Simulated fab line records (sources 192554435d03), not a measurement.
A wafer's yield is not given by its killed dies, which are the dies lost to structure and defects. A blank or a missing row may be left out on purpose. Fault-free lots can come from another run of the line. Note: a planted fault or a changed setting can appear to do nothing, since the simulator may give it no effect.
Chamber matching | flow n5-finfet | rie-diel-06 running N5_BEOL_M0_SAQP_DESCUM_45: 4 sister chambers
The step chemistry O2, time 7 s. 18 wafers are shown with their chamber, then 9 later ones without.

== EACH WAFER AND ITS CHAMBER ==
wafer  | chamber | drypump-motor-current-A (A) | showerhead-plenum-p-Torr (Torr) | throttle-valve-pct (%)
L074.1 | 3       | 5.6                         | 2.19                            | 20.64
L074.2 | 2       | 6.7                         | 2.00                            | 20.63
L074.6 | 3       | 5.6                         | 2.19                            | 20.64
L076.3 | 1       | 5.8                         | 2.02                            | 20.16
L076.4 | 0       | 6.4                         | 2.15                            | 20.16
L076.5 | 3       | 5.5                         | 2.19                            | 20.65
L085.1 | 0       | 6.4                         | 2.14                            | 20.17
L085.2 | 1       | 5.8                         | 2.02                            | 20.16
L085.6 | 1       | 5.8                         | 2.02                            | 20.17
L086.2 | 3       | 5.5                         | 2.18                            | 20.69
L086.3 | 1       | 5.8                         | 2.02                            | 20.17
L086.4 | 0       | 6.5                         | 2.14                            | 20.19
L087.2 | 0       | 6.5                         | 2.14                            | 20.20
L087.3 | 3       | 5.6                         | 2.18                            | 20.70
L087.4 | 2       | 6.7                         | 1.99                            | 20.68
L088.1 | 1       | 5.8                         | 2.01                            | 20.18
L088.3 | 0       | 6.4                         | 2.14                            | 20.21
L088.5 | 3       | 5.6                         | 2.18                            | 20.68

SIGNATURES, as means of the wafers listed above
reading                  | chamber 0 | chamber 1 | chamber 2 | chamber 3 | scatter within a chamber
drypump-motor-current-A  | 6.440     | 5.800     | 6.700     | 5.567     | 0.0425
showerhead-plenum-p-Torr | 2.1420    | 2.0180    | 1.9950    | 2.1850    | 0.00507
throttle-valve-pct       | 20.1860   | 20.1680   | 20.6550   | 20.6667   | 0.022
Rule: a wafer lies at a distance from a chamber equal to the root of the sum of squares, over the readings, of (its reading less the chamber's mean, divided by the reading's scatter). If the next closest chamber is less than 2 further off than the closest, the wafer can't be placed; otherwise it belongs to the closest. How the scatter is found: for the shown wafers, subtract from each reading the mean of its chamber, square and add these, divide the total by (wafers less chambers), then take the root.

== WAFERS MISSING THEIR CHAMBER ==
wafer  | drypump-motor-current-A (A) | showerhead-plenum-p-Torr (Torr) | throttle-valve-pct (%)
L091.2 | 6.4                         | 2.14                            | 20.20
L091.4 | 5.8                         | 2.01                            | 20.19
L091.5 | 5.6                         | 2.18                            | 20.70
L095.3 | 6.7                         | 1.99                            | 20.69
L095.4 | 5.5                         | 2.17                            | 20.69
L095.5 | 5.6                         | 2.17                            | 20.70
L097.2 | 6.5                         | 2.13                            | 20.23
L097.4 | 6.8                         | 1.99                            | 20.69
L097.6 | 5.6                         | 2.17                            | 20.71

== WHICH CHAMBER EACH ONE RAN IN ==
wafer  | from the rows above | in truth
L091.2 | 0                   | 0
L091.4 | 1                   | 1
L091.5 | 3                   | 3
L095.3 | 2                   | 2
L095.4 | 3                   | 3
L095.5 | 3                   | 3
L097.2 | 0                   | 0
L097.4 | 2                   | 2
L097.6 | 3                   | 3
Placed correctly: 9 of 9. Can't be placed from these rows: 0. 0 placed wrongly.
